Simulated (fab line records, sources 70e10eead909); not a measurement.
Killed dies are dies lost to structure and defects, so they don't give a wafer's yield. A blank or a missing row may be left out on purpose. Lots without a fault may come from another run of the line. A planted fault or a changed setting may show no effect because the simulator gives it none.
A sampling plan put to the test | flow nand_harc | one fab line, 16 faults that these records tell of, each judged on the records of the lots that it struck; 1 more is left out, because the records don't allow judging it
The plan is the line's own looks: the steps of the route at which a gauge or an inspection reads the wafer and doesn't change it. A look can be judged if struck wafers have a number there and the file gives its usual mean and standard deviation on fault-free wafers. Caught: at a look after the fault's first step, the mean of the struck wafers lies 4 or more of those standard deviations (sigma) from the usual mean. On the tool: the same test on the tool's own readings at the fault's steps. Another recipe on the struck wafers, or a record that is blank for them alone, also counts as caught.

THE FAULTS, as the simulator had put them in
1. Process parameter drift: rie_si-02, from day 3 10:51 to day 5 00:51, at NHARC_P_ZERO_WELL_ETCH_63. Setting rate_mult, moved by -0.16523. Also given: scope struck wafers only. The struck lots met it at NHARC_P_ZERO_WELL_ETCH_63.
2. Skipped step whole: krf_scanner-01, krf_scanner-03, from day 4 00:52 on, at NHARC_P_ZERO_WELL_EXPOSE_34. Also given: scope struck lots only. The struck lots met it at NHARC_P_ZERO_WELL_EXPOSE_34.
3. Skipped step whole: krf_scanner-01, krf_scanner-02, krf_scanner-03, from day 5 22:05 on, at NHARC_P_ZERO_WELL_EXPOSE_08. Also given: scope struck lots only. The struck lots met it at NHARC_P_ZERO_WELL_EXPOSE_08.
4. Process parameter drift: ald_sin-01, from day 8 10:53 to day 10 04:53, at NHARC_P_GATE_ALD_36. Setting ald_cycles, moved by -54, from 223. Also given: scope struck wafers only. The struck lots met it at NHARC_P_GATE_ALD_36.
5. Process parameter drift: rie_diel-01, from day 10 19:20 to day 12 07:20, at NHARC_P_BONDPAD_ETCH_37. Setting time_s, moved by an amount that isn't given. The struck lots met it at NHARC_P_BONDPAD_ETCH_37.
6. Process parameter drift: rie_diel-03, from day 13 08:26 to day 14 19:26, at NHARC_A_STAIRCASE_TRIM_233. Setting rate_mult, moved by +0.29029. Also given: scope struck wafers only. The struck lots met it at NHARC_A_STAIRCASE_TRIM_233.
7. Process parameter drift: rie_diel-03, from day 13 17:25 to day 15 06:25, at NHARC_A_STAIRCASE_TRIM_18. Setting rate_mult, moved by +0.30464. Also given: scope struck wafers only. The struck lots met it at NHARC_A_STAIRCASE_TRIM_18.
8. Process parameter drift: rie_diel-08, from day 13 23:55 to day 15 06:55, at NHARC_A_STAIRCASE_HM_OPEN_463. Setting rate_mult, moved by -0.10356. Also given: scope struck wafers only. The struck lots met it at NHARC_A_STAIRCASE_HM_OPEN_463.
9. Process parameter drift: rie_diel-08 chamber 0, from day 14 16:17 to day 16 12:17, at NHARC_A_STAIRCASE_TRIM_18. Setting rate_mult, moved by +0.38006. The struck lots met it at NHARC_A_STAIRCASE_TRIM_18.
10. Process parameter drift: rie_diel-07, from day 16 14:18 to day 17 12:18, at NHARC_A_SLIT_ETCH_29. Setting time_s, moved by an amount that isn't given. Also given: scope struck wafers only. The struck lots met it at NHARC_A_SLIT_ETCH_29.
11. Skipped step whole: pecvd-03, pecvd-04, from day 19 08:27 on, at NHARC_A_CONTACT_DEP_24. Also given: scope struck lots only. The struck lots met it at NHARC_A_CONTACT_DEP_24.
12. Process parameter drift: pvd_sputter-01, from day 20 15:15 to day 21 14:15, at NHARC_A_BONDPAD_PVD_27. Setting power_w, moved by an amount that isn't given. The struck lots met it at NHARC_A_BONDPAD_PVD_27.
13. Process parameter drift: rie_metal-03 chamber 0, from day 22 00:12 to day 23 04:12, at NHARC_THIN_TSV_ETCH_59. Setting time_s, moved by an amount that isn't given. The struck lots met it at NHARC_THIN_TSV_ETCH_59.
14. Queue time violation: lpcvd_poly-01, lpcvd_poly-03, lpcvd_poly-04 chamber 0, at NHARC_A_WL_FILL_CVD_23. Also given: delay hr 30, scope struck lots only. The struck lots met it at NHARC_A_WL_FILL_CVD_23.
15. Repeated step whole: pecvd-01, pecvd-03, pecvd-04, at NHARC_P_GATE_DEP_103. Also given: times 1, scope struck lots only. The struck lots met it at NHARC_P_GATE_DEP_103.
16. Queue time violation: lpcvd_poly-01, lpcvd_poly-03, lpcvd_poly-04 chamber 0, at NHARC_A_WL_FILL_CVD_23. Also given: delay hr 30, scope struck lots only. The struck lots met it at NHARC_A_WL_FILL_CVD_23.

WHAT THE PLAN SAW
fault | on the tool itself                               | first look that catches it                   | reading, sigma      | median hours from its first step to that look | hours from the fault's start to the first struck lot there | judged looks passed uncaught
1     | oes_product_au -9.9 sigma                        | not the one look that can be judged after it | -                   | -                                             | -                                                          | 1
2     | no reading that can be judged                    | no look after it can be judged               | -                   | -                                             | -                                                          | 0
3     | no reading that can be judged                    | no look after it can be judged               | -                   | -                                             | -                                                          | 0
4     | under 2 sigma                                    | not the one look that can be judged after it | -                   | -                                             | -                                                          | 1
5     | run_length_s -37 sigma                           | not the one look that can be judged after it | -                   | -                                             | -                                                          | 1
6     | oes_product_au +10 sigma                         | no look after it can be judged               | -                   | -                                             | -                                                          | 0
7     | oes_product_au +11 sigma                         | not the one look that can be judged after it | -                   | -                                             | -                                                          | 1
8     | only faintly: oes_product_au -3.4 sigma          | NHARC_END_SORT_01                            | killed_dies +49     | 173.5                                         | 181                                                        | 0
9     | oes_product_au +17 sigma                         | NHARC_END_SORT_01                            | killed_at_array +55 | 218.9                                         | 238                                                        | 0
10    | run_length_s -10.0 sigma                         | no look after it can be judged               | -                   | -                                             | -                                                          | 0
11    | the tool's record is blank for the struck wafers | no look after it can be judged               | -                   | -                                             | -                                                          | 0
12    | cathode_dc_power_W -99 or beyond sigma           | not the one look that can be judged after it | -                   | -                                             | -                                                          | 1
13    | run_length_s -44 sigma                           | no look after it can be judged               | -                   | -                                             | -                                                          | 0
14    | under 2 sigma                                    | not the one look that can be judged after it | -                   | -                                             | -                                                          | 1
15    | under 2 sigma                                    | not the one look that can be judged after it | -                   | -                                             | -                                                          | 1
16    | under 2 sigma                                    | not the one look that can be judged after it | -                   | -                                             | -                                                          | 1
A dash: the fault isn't caught, or these records don't give the number.

Caught at a look: 2 of 16. Caught on the tool: 9 of 16. By one or the other: 10 of 16.
Caught on the tool alone: faults 1, 5, 6, 7, 10, 11, 12, 13.
Caught at a look alone: fault 8.
Caught by neither: faults 2, 3, 4, 14, 15, 16.

THINNER SAMPLING
If the look that catches a fault measured only every second or every third lot, by lot number, the first struck lot would be measured this late in the worst case:
fault | struck lots at that look, in order of time | every lot | every second lot | every third lot
8     | L202, L206                                 | 181 h     | may miss all 2   | may miss all 2
9     | L450                                       | 238 h     | may miss it      | may miss it
Hours are from the fault's start to the first struck lot that is measured. The limit of 4 sigma was tested on all struck wafers together, so one lot alone may lie under it. Other struck lots may not be in these records.

THE LONGEST TIMED WAY FROM STEP TO LOOK
Fault 9: a median of 218.9 hours passes between NHARC_A_STAIRCASE_TRIM_18 and NHARC_END_SORT_01. No look between them can be judged.
